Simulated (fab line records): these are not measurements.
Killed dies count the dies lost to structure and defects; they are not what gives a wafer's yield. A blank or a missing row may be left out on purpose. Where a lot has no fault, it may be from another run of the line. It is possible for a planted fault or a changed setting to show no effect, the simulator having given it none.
Code-filled problem report in 8D (eight disciplines) form -- flow n5Finfet -- the parts of the form that need people (team, actions taken, sign-off) are left out

## 1. THE PROBLEM
At N5_BEOL_M1_COAT_61, spinSpeedRpm averages 1364.5 rpm over 9 wafers from 3 lots, while fault-free wafers read 1499.9 rpm, standard deviation 0.95. That is -99 or more standard deviations from the usual mean.
The step: time 60 s, resist thk 60 nm.
First observed at day 9 23:04: wafer L646.1, on lithoTrack-01. At this step, 35 wafers from 12 lots have a number in the record. Rule for "out", or "out of limits": more than 4 standard deviations from the usual mean. Any other wafer with a number is counted as sound.

## 2. WHAT IT IS AND WHAT IT IS NOT
question,is,is not
which readings at this step,spinSpeedRpm,-
which lots,"L646, L647, L649","L632, L634, L638, L641, L642, L650, L651, L653, L654"
which wafers of those lots,all that have a number,-
read on which tools,lithoTrack-01,"lithoTrack-02, lithoTrack-04"
when,from day 9 23:04,"up to then (15 sound wafers); but 11 sound wafers of L650, L651, L653, L654 came after"

## 3. SUSPECTS, AND WHAT RULES EACH OUT
Counting: a tool stays on the suspect list if, at a process step up to the reading, it processed all lots that are out and no sound lot following the first of them.
- lithoTrack-01 at N5_BEOL_M1_COAT_61 (time 60 s, resist thk 60 nm): kept. It ran every lot that is out, first L646 (day 9 23:04), and no sound lot after that; its last sound lot up to then is L642 (day 9 02:46). On those wafers its own readings are out: spinSpeedRpm.
Left after counting: lithoTrack-01 at N5_BEOL_M1_COAT_61.

## 4. THE CAUSE (what the simulator had put in)
Drift in process parameters on lithoTrack-01 at N5_BEOL_M1_COAT_61, starting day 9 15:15. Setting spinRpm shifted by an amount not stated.
After counting, this tool was the only one left.

## 5. THE EFFECT CHAIN, in route order
One row per reading whose mean, taken over the struck wafers that have a number, lies over 3 standard deviations from the usual. Readings are gone through only where the record gives a usual standard deviation; hours: the median, over the lots, of the time from a lot's start at the first step in this table giving one to that lot's start at this step; sigmas: the change measured in usual standard deviations.
hours,step,reading,usual,on struck wafers,change,sigmas
0,N5_BEOL_M1_COAT_61,spinSpeedRpm,1499.9 rpm,1364.5,-135.4,-99 or more
Process steps it contains:
- N5_BEOL_M1_COAT_61: time 60 s, resist thk 60 nm.
Later measuring or inspecting steps at which every struck wafer that the step has a row for has a number for every such reading, and none has moved that far: N5_BEOL_M4_RC_MEAS_101.

## 6. HOW IT WOULD HAVE BEEN CAUGHT EARLIER
In this record the first reading out of limits was taken at day 9 23:04, 8 hours after the fault began at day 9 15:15.
